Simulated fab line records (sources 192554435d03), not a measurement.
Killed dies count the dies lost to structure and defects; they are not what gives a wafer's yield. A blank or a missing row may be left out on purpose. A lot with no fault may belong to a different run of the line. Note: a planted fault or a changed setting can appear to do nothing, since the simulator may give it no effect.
Matching of chambers	flow n5_finfet	N5_FIN_CUT_CUT_ETCH_27 on rie_diel-04: 4 sister chambers
The step etches SiO2 in CHF3/O2, target depth 4 nm, overetch 2 nm, time 4.9 s. 4 wafers are shown with their chamber, then 8 later ones without.

WAFERS PAIRED WITH THEIR CHAMBERS
wafer	chamber	throttle_valve_pct (%)
L087.3	2	19.24
L087.5	1	18.80
L088.4	3	18.66
L090.1	0	18.98

WAFERS WITHOUT THEIR CHAMBER
wafer	throttle_valve_pct (%)
L090.3	19.24
L090.6	18.98
L091.1	18.83
L091.2	18.99
L091.4	18.67
L092.1	19.27
L092.2	18.66
L092.3	18.99

CHAMBER TAKEN BY EACH
wafer	from the rows above	in truth
L090.3	2	2
L090.6	0	0
L091.1	1	1
L091.2	0	0
L091.4	3	3
L092.1	2	2
L092.2	3	3
L092.3	0	0
Correctly placed: 8 of 8. Number that these rows cannot place: 0. Wrongly placed: 0.
How it was worked out, from the rows above alone: a wafer's distance from a chamber is the root of the sum, over the readings, of the square of ((its reading less the chamber's mean) divided by the reading's scatter). If the next closest chamber is less than 2 further off than the closest, the wafer can't be placed; otherwise it belongs to the closest. Each chamber's mean is taken over the wafers shown for it. The scatter: with one shown wafer a chamber, the root of the mean of the squares of how far each hidden wafer lies from its nearest shown one.
